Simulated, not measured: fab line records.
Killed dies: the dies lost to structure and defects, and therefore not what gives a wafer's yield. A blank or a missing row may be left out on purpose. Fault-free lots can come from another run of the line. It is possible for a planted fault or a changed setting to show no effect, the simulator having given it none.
Chamber matching | flow nand_harc | NHARC_P_BONDPAD_DEP_00 on pecvd-03 has 3 sister chambers
The step deposits SiCN, target thk 250 nm. 6 wafers are shown with their chamber, then 8 later ones without.

WAFERS PAIRED WITH THEIR CHAMBERS
wafer  | chamber | heater_power_w (W)
L081.4 | 0       | 418
L081.5 | 1       | 687
L087.2 | 1       | 669
L087.4 | 0       | 482
L088.6 | 2       | 664
L095.2 | 2       | 636

WAFERS WHOSE CHAMBER IS MISSING
wafer  | heater_power_w (W)
L095.3 | 496
L095.6 | 642
L096.2 | 580
L096.3 | 471
L096.4 | 578
L097.1 | 490
L097.2 | 660
L097.4 | 500

EACH ONE'S CHAMBER
wafer  | from the rows above          | in truth
L095.3 | 0                            | 0
L095.6 | can't be placed: 2 or 1      | 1
L096.2 | can't be placed: 2 or 1      | 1
L096.3 | 0                            | 0
L096.4 | can't be placed: 2 or 1 or 0 | 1
L097.1 | 0                            | 0
L097.2 | can't be placed: 2 or 1      | 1
L097.4 | 0                            | 0
Placed correctly: 4 of 8. These rows do not allow placing 4 (true chamber among the candidates in 4). Wrongly placed: 0.
How it was worked out, from the rows above alone: a wafer's distance from a chamber is the root of the sum, over the readings, of the square of ((its reading less the chamber's mean) divided by the reading's scatter). The wafer belongs to the nearest chamber; if the next one is less than 2 further off, it can't be placed. Each chamber's mean is taken over the wafers shown for it. The scatter: the root of (the sum of the squares of (reading less its chamber's mean) over the shown wafers, divided by (wafers less chambers)).
